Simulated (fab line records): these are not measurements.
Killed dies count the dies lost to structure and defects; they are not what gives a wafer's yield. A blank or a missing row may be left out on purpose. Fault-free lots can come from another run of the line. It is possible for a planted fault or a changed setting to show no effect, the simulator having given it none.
What tool caused it? -- flow n5Finfet -- 33 wafers from 11 lots sampled at 3 of the route's 1938 steps

WHAT THE GAUGES SHOWED, per wafer
N5_BEOL_M4_RC_MEAS_101.
lot,measured,on,CJ_N
L936,day 8 23:19,prober-02,4.32 4.32 4.25
L944,day 10 13:35,prober-02,4.26 4.24 4.21
L945,day 10 13:52,prober-01,4.27 4.30 4.35
L948,day 11 19:24,prober-01,3.38 3.39 3.42
L949,day 11 17:46,prober-02,4.21 4.22 4.27
L952,day 12 16:20,prober-01,4.29 4.33 4.20
L954,day 13 08:45,prober-02,4.36 4.34 4.40
L955,day 13 10:04,prober-02,4.33 4.38 4.40
L956,day 13 09:34,prober-01,4.26 4.29 4.23

TOOL THAT RAN EACH LOT (tool first, then ch and the chambers of the sampled wafers, then the start)
lot,N5_ZERO_LAYER_PECVD_02,N5_ZERO_LAYER_ETCH_18
L936,"pecvd-01 ch 0,1,2, day 1 18:17","rieSi-03 ch 0,2,3, day 1 19:13"
L944,"pecvd-03 ch 0,1, day 3 18:17","rieSi-02 ch 0,1,2, day 3 19:55"
L945,"pecvd-02 ch 0,1, day 4 00:17","rieSi-05 ch 1,2, day 4 00:55"
L946,"pecvd-01 ch 0,1,2, day 4 06:17","rieSi-02 ch 1,3, day 4 06:47"
L947,"pecvd-02 ch 0,1,2, day 4 12:17","rieSi-02 ch 1,2, day 4 13:33"
L948,"pecvd-02 ch 0,1,2, day 4 18:17","rieSi-03 ch 0,1, day 4 19:31"
L949,"pecvd-03 ch 1,2, day 5 00:17","rieSi-03 ch 0,2, day 5 01:35"
L952,"pecvd-01 ch 1,2, day 5 18:17","rieSi-02 ch 1,2,3, day 5 18:56"
L954,"pecvd-01 ch 0,1, day 6 06:17","rieSi-03 ch 0,2,3, day 6 07:01"
L955,"pecvd-01 ch 0,1,2, day 6 12:17","rieSi-03 ch 2,3, day 6 14:28"
L956,"pecvd-02 ch 0,1,2, day 6 18:19","rieSi-02 ch 1,2, day 6 18:59"
- N5_ZERO_LAYER_PECVD_02: deposits SiO2 from SiH4/N2O, target thk 10 nm, time 6 s.
- N5_ZERO_LAYER_ETCH_18: etches Si in HBr/Cl2, target depth 120 nm, time 40 s.

THE ANSWER, worked out from the rows above alone
Rule: usual is defined by the lots themselves. Put in order of their means at a reading, lots are off if they are a third of the lots or fewer, leave a main group of 4 or more, and stand apart from it by a gap of 3 or more times the standard deviation of the main group's means; of several such gaps the widest counts. A main group is skipped when, at the precision printed for the reading in the tables above, its means are all equal. Also off: a lot with no number at a reading for which 4 or more lots have one. The other lots that the step has rows for count as sound.
Off: L948, at N5_BEOL_M4_RC_MEAS_101 (CJ_N). For the main group the mean is 4.29 and the standard deviation 0.05. Neither off nor sound, because the step has no rows for them: L946, L947.
If a tool, at a process step before that reading, ran all the lots that are off and no sound lot after the first of them, it fits. Those tools and the gauges at N5_BEOL_M4_RC_MEAS_101 are tried in the same way. None of those tried fits.

WHAT HAD BEEN PUT IN BY THE SIMULATOR
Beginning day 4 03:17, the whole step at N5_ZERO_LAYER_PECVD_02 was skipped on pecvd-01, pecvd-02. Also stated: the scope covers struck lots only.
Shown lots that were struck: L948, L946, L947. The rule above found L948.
